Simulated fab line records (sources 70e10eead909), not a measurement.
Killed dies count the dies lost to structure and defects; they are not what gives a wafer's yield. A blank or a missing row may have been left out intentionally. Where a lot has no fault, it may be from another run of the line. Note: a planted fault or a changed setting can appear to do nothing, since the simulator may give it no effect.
The tool behind it: which one? + flow nand_harc + 42 wafers from 14 lots sampled at 4 of the route's 1302 steps

WHAT EACH GAUGE READ, for each wafer
The record holds no reading of a measuring or inspecting step that can be judged against a usual standard deviation.

TOOL THAT RAN EACH LOT (tool first, then ch and the chambers of the sampled wafers, then the start)
| lot  | NHARC_A_CONTACT_ETCH_50                       | NHARC_A_CONTACT_ETCH_123             | NHARC_A_CONTACT_ETCH_90            | NHARC_A_CONTACT_ETCH_96        |
|------|-----------------------------------------------|--------------------------------------|------------------------------------|--------------------------------|
| L787 | rie_diel-11 ch 1,2, day 21 22:17 or earlier   | har_cap_etch-02 ch 0,1, day 21 22:17 | rie_diel-13 ch 1,2,3, day 21 23:07 | rie_diel-13 ch 1,3, no start   |
| L789 | rie_diel-08 ch 0,1,2, day 21 23:35 or earlier | har_cap_etch-03 ch 1, day 21 23:35   | rie_diel-13 ch 0,2,3, day 22 00:37 | rie_diel-13 ch 0,2, no start   |
| L788 | rie_diel-13 ch 0,1,3, day 22 00:42 or earlier | har_cap_etch-02 ch 1, day 22 00:42   | rie_diel-11 ch 0,1, day 22 01:41   | rie_diel-11 ch 1,3, no start   |
| L790 | rie_diel-13 ch 1,2,3, day 22 15:32 or earlier | har_cap_etch-01 ch 0,1, day 22 15:32 | rie_diel-11 ch 0,1,2, day 22 18:28 | rie_diel-11 ch 0,1,2, no start |
| L791 | rie_diel-11 ch 1,2,3, day 22 23:59 or earlier | har_cap_etch-02 ch 0,1, day 22 23:59 | rie_diel-13 ch 1,2,3, day 23 01:08 | rie_diel-13 ch 2,3, no start   |
| L793 | rie_diel-11 ch 1,2, day 23 20:21 or earlier   | har_cap_etch-01 ch 0,1, day 23 20:21 | rie_diel-13 ch 0,1, day 23 21:10   | rie_diel-13 ch 2,3, no start   |
| L792 | rie_diel-11 ch 1,3, day 23 21:02 or earlier   | har_cap_etch-02 ch 1, day 23 21:02   | rie_diel-13 ch 2,3, day 23 22:01   | rie_diel-13 ch 0,2,3, no start |
| L796 | rie_diel-13 ch 0,3, day 25 05:46 or earlier   | har_cap_etch-01 ch 0,1, day 25 05:46 | rie_diel-13 ch 0,1, day 25 06:44   | rie_diel-13 ch 1,2,3, no start |
| L795 | rie_diel-08 ch 0,2,3, day 25 21:14 or earlier | har_cap_etch-01 ch 0,1, day 25 21:14 | rie_diel-11 ch 0,2,3, day 25 22:17 | rie_diel-11 ch 0,1,3, no start |
| L804 | rie_diel-13 ch 0,1,2, day 29 05:53 or earlier | har_cap_etch-03 ch 0,1, day 29 05:53 | rie_diel-11 ch 0,1,3, day 29 06:43 | rie_diel-11 ch 0,1,3, no start |
| L805 | rie_diel-13 ch 1,2,3, day 29 08:10 or earlier | har_cap_etch-01 ch 0,1, day 29 08:10 | rie_diel-11 ch 0,1,2, day 29 09:09 | rie_diel-11 ch 0,2,3, no start |
| L806 | rie_diel-11 ch 2,3, day 29 16:16 or earlier   | har_cap_etch-01 ch 0,1, day 29 16:16 | rie_diel-13 ch 1,2, day 29 17:05   | rie_diel-13 ch 0,1, no start   |
| L808 | rie_diel-08 ch 0,3, day 30 08:01 or earlier   | har_cap_etch-01 ch 0,1, day 30 08:01 | rie_diel-08 ch 0,1,3, day 30 08:59 | rie_diel-08 ch 1,3, no start   |
| L810 | rie_diel-13 ch 0,2,3, day 31 04:11 or earlier | har_cap_etch-02 ch 0,1, day 31 04:11 | rie_diel-13 ch 0,1,3, day 31 05:05 | rie_diel-13 ch 1,2,3, no start |
- NHARC_A_CONTACT_ETCH_50: etches the open film in CF4/CHF3, target depth 121 nm, time 60.5 s.
- NHARC_A_CONTACT_ETCH_123: etches the open film in C4F8/O2/Ar, time 490 s, target depth 2110 nm.
- NHARC_A_CONTACT_ETCH_90: etches the open film in CH3F/O2, target depth 40 nm, time 85.7 s.
- NHARC_A_CONTACT_ETCH_96: etches the open film in C4F6/O2, target depth 20 nm, time 10 s.

WHAT THE TOOLS THEMSELVES READ (means of the sampled wafers that have a number; where no wafer has one, the mark that the record gives instead)
NHARC_A_CONTACT_ETCH_50. Usual: bias_w 200.0 W, standard deviation 0.56; chamber_pressure_mTorr 25.001 mTorr, standard deviation 0.021; drypump_motor_current_A 5.5 A, standard deviation 0.38; oes_product_au 0.952 a.u., standard deviation 0.026; rf_vpp_V 369.2 V, standard deviation 1.3; run_length_s 81.6 s, standard deviation 0.43; showerhead_plenum_p_Torr 1.527 Torr, standard deviation 0.029; throttle_valve_pct 16.802 %, standard deviation 0.0088.
| lot  | tool        | bias_w (W) | chamber_pressure_mTorr (mTorr) | drypump_motor_current_A (A) | oes_product_au (a.u.) | rf_vpp_V (V) | run_length_s (s) | showerhead_plenum_p_Torr (Torr) | throttle_valve_pct (%) | flag |
|------|-------------|------------|--------------------------------|-----------------------------|-----------------------|--------------|------------------|---------------------------------|------------------------|------|
| L787 | rie_diel-11 | 200.1      | 24.995                         | 5.5                         | 0.967                 | 368.4        | 82.1             | 1.534                           | 16.811                 |      |
| L789 | rie_diel-08 | 199.8      | 25.006                         | 5.7                         | 0.921                 | 368.9        | 81.2             | 1.549                           | 16.807                 |      |
| L788 | rie_diel-13 | 200.5      | 25.008                         | 5.3                         | 0.943                 | 369.9        | 81.5             | 1.535                           | 16.798                 |      |
| L790 | rie_diel-13 | 200.0      | 25.023                         | 5.6                         | 0.979                 | 368.1        | 81.7             | 1.531                           | 16.805                 |      |
| L791 | rie_diel-11 | 199.9      | 24.990                         | 5.4                         | 0.927                 | 369.0        | 82.0             | 1.542                           | 16.803                 |      |
| L793 | rie_diel-11 | 199.6      | 24.994                         | 5.6                         | 0.919                 | 370.5        | 82.2             | 1.531                           | 16.799                 |      |
| L792 | rie_diel-11 | 200.1      | 25.011                         | 5.6                         | 0.926                 | 370.0        | 82.2             | 1.541                           | 16.799                 |      |
| L796 | rie_diel-13 | 199.9      | 24.998                         | 5.2                         | 0.920                 | 369.1        | 81.7             | 1.508                           | 16.804                 |      |
| L795 | rie_diel-08 | 199.9      | 25.000                         | 5.9                         | 0.961                 | 369.2        | 81.7             | 1.535                           | 16.800                 |      |
| L804 | rie_diel-13 | 199.7      | 24.984                         | 5.5                         | 0.968                 | 369.3        | 81.4             | 1.507                           | 16.804                 |      |
| L805 | rie_diel-13 | 200.1      | 25.002                         | 5.6                         | 0.929                 | 369.7        | 81.6             | 1.525                           | 16.810                 |      |
| L806 | rie_diel-11 | 200.7      | 24.996                         | 5.2                         | 0.929                 | 369.1        | 81.9             | 1.536                           | 16.808                 |      |
| L808 | rie_diel-08 | 199.8      | 25.016                         | 5.8                         | 0.911                 | 369.1        | 81.9             | 1.521                           | 16.799                 |      |
| L810 | rie_diel-13 | 200.0      | 25.014                         | 5.6                         | 0.972                 | 368.4        | 81.6             | 1.499                           | 16.805                 |      |

NHARC_A_CONTACT_ETCH_123. Usual: chamber_pressure_mTorr 19.998 mTorr, standard deviation 0.018; oes_air_line_au 1.002 a.u., standard deviation 0.021; run_length_s 521.4 s, standard deviation 0.49.
| lot  | tool            | chamber_pressure_mTorr (mTorr) | oes_air_line_au (a.u.) | run_length_s (s) | flag |
|------|-----------------|--------------------------------|------------------------|------------------|------|
| L787 | har_cap_etch-02 | 20.000                         | 0.992                  | 521.0            |      |
| L789 | har_cap_etch-03 | 20.008                         | 0.981                  | 522.1            |      |
| L788 | har_cap_etch-02 | 19.994                         | 0.988                  | 520.7            |      |
| L790 | har_cap_etch-01 | 19.989                         | 0.985                  | 521.6            |      |
| L791 | har_cap_etch-02 | 19.995                         | 0.995                  | 521.1            |      |
| L793 | har_cap_etch-01 | 20.010                         | 1.005                  | 521.4            |      |
| L792 | har_cap_etch-02 | 20.019                         | 1.014                  | 520.8            |      |
| L796 | har_cap_etch-01 | 19.992                         | 0.990                  | 521.9            |      |
| L795 | har_cap_etch-01 | 19.997                         | 1.011                  | 521.7            |      |
| L804 | har_cap_etch-03 | 19.989                         | 1.008                  | 521.2            |      |
| L805 | har_cap_etch-01 | 20.001                         | 1.003                  | 521.4            |      |
| L806 | har_cap_etch-01 | 20.012                         | 1.009                  | 521.4            |      |
| L808 | har_cap_etch-01 | 19.990                         | 1.006                  | 521.9            |      |
| L810 | har_cap_etch-02 | 20.003                         | 1.008                  | 521.1            |      |

NHARC_A_CONTACT_ETCH_90. Usual: bias_w 99.99 W, standard deviation 0.29; chamber_pressure_mTorr 25.001 mTorr, standard deviation 0.023; drypump_motor_current_A 5.5 A, standard deviation 0.39; oes_product_au 0.97 a.u., standard deviation 0.036; rf_vpp_V 243.3 V, standard deviation 1.1; run_length_s 106.8 s, standard deviation 0.44; showerhead_plenum_p_Torr 2.38 Torr, standard deviation 0.047; throttle_valve_pct 20.664 %, standard deviation 0.0087.
| lot  | tool        | bias_w (W) | chamber_pressure_mTorr (mTorr) | drypump_motor_current_A (A) | oes_product_au (a.u.) | rf_vpp_V (V) | run_length_s (s) | showerhead_plenum_p_Torr (Torr) | throttle_valve_pct (%) | flag |
|------|-------------|------------|--------------------------------|-----------------------------|-----------------------|--------------|------------------|---------------------------------|------------------------|------|
| L787 | rie_diel-13 | 100.13     | 24.993                         | 5.6                         | 0.99                  | 243.5        | 107.0            | 2.39                            | 20.660                 |      |
| L789 | rie_diel-13 | 99.78      | 25.003                         | 5.6                         | 1.00                  | 243.3        | 107.1            | 2.36                            | 20.664                 |      |
| L788 | rie_diel-11 | 99.83      | 25.002                         | 5.8                         | 1.00                  | 244.2        | 107.0            | 2.41                            | 20.667                 |      |
| L790 | rie_diel-11 | 100.15     | 25.002                         | 5.6                         | 0.99                  | 243.4        | 107.1            | 2.41                            | 20.666                 |      |
| L791 | rie_diel-13 | 99.93      | 25.000                         | 5.6                         | 1.01                  | 243.0        | 106.6            | 2.39                            | 20.655                 |      |
| L793 | rie_diel-13 | 100.01     | 24.993                         | 5.2                         | 1.00                  | 243.5        | 106.9            | 2.40                            | 20.663                 |      |
| L792 | rie_diel-13 | 100.10     | 24.989                         | 5.9                         | 1.01                  | 243.1        | 106.9            | 2.34                            | 20.662                 |      |
| L796 | rie_diel-13 | 100.20     | 25.003                         | 5.2                         | 0.93                  | 243.8        | 106.4            | 2.40                            | 20.668                 |      |
| L795 | rie_diel-11 | 99.97      | 25.029                         | 5.4                         | 0.92                  | 244.0        | 106.6            | 2.41                            | 20.674                 |      |
| L804 | rie_diel-11 | 99.97      | 25.017                         | 5.6                         | 1.01                  | 243.6        | 95.2             | 2.40                            | 20.664                 | OFF  |
| L805 | rie_diel-11 | 100.17     | 25.014                         | 5.6                         | 1.00                  | 244.7        | 95.9             | 2.39                            | 20.670                 | OFF  |
| L806 | rie_diel-13 | 100.06     | 25.009                         | 5.9                         | 0.93                  | 243.1        | 106.6            | 2.35                            | 20.667                 |      |
| L808 | rie_diel-08 | 99.85      | 25.001                         | 5.6                         | 0.92                  | 243.8        | 106.7            | 2.39                            | 20.659                 |      |
| L810 | rie_diel-13 | 100.09     | 25.014                         | 5.3                         | 0.92                  | 242.7        | 106.8            | 2.38                            | 20.668                 |      |

NHARC_A_CONTACT_ETCH_96. Usual: bias_w 500.0 W, standard deviation 1.4; c4f6_flow_sccm 25.00 sccm, standard deviation 0.072; chamber_pressure_mTorr 29.999 mTorr, standard deviation 0.026; drypump_motor_current_A 5.5 A, standard deviation 0.38; oes_product_au 0.978 a.u., standard deviation 0.027; rf_vpp_V 544.5 V, standard deviation 1.7; run_length_s 30.9 s, standard deviation 0.32; showerhead_plenum_p_Torr 3.81 Torr, standard deviation 0.071; throttle_valve_pct 26.903 %, standard deviation 0.0097.
| lot  | tool        | bias_w (W) | c4f6_flow_sccm (sccm) | chamber_pressure_mTorr (mTorr) | drypump_motor_current_A (A) | oes_product_au (a.u.) | rf_vpp_V (V) | run_length_s (s) | showerhead_plenum_p_Torr (Torr) | throttle_valve_pct (%) | flag |
|------|-------------|------------|-----------------------|--------------------------------|-----------------------------|-----------------------|--------------|------------------|---------------------------------|------------------------|------|
| L787 | rie_diel-13 | 500.7      | 24.96                 | 30.014                         | 5.3                         | 1.002                 | 545.8        | 30.9             | 3.87                            | 26.906                 |      |
| L789 | rie_diel-13 | 500.2      | 25.03                 | 30.003                         | 5.9                         | 0.999                 | 543.0        | 31.0             | 3.72                            | 26.906                 |      |
| L788 | rie_diel-11 | 499.4      | 25.05                 | 29.998                         | 5.3                         | 1.000                 | 545.9        | 31.1             | 3.88                            | 26.893                 |      |
| L790 | rie_diel-11 | 499.2      | 24.98                 | 30.010                         | 5.7                         | 0.994                 | 546.1        | 31.2             | 3.85                            | 26.906                 |      |
| L791 | rie_diel-13 | 500.1      | 24.99                 | 30.017                         | 5.7                         | 1.010                 | 544.5        | 30.9             | 3.81                            | 26.908                 |      |
| L793 | rie_diel-13 | 498.4      | 25.02                 | 29.994                         | 5.7                         | 1.013                 | 545.1        | 30.9             | 3.81                            | 26.902                 |      |
| L792 | rie_diel-13 | 499.6      | 24.95                 | 29.999                         | 5.6                         | 0.999                 | 543.4        | 31.0             | 3.77                            | 26.894                 |      |
| L796 | rie_diel-13 | 500.7      | 25.01                 | 30.010                         | 5.6                         | 0.961                 | 543.6        | 30.9             | 3.82                            | 26.899                 |      |
| L795 | rie_diel-11 | 499.3      | 24.99                 | 29.974                         | 5.6                         | 0.962                 | 544.9        | 31.0             | 3.85                            | 26.907                 |      |
| L804 | rie_diel-11 | 500.3      | 24.98                 | 30.014                         | 5.5                         | 1.017                 | 545.8        | 31.0             | 3.84                            | 26.906                 |      |
| L805 | rie_diel-11 | 500.7      | 24.97                 | 30.000                         | 5.4                         | 1.007                 | 545.2        | 30.9             | 3.83                            | 26.908                 |      |
| L806 | rie_diel-13 | 501.9      | 25.02                 | 29.993                         | 5.2                         | 0.952                 | 544.2        | 30.7             | 3.82                            | 26.907                 |      |
| L808 | rie_diel-08 | 498.3      | 25.06                 | 30.001                         | 5.8                         | 0.942                 | 544.9        | 30.8             | 3.82                            | 26.912                 |      |
| L810 | rie_diel-13 | 500.7      | 25.02                 | 29.985                         | 5.6                         | 0.953                 | 543.9        | 30.8             | 3.80                            | 26.900                 |      |

THE ANSWER, worked out from the rows above alone
Rule: a lot is off if the mean of its wafers that have a number lies more than 3 standard deviations from the usual mean. Also off: a lot with no number at a reading for which 4 or more lots have one. Any other lot the step has rows for is counted as sound. Order of review: gauges by route order, followed by the tools' own readings, for which a lot's mean as printed above is used. The first step at which some lot is off is used, and at that step the reading that is off furthest; a lot without a number counts as furthest.
Off: L804, L805, at NHARC_A_CONTACT_ETCH_90 (run_length_s).
A tool fits if, at that step or a process step before it, it ran every lot that is off, and no sound lot after the first of them. NHARC_A_CONTACT_ETCH_50: start missing for some lots; hours and lot order therefore follow NHARC_A_CONTACT_ETCH_123. One fits: rie_diel-11 at NHARC_A_CONTACT_ETCH_90. A fault onset in the window from L795 (day 25 22:17, its last sound lot) to L804 (day 29 06:43, its first lot off) fits.
On the lots that are off, the tool's own readings at NHARC_A_CONTACT_ETCH_90 differ by more than 5 times the standard deviation of the sound lots' means, which bears it out; run_length_s reads 95.6 s there versus 106.8 s on the sound lots.

WHAT WAS PUT IN BY THE SIMULATOR
rie_diel-11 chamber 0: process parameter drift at NHARC_A_CONTACT_ETCH_90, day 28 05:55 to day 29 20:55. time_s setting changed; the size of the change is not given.
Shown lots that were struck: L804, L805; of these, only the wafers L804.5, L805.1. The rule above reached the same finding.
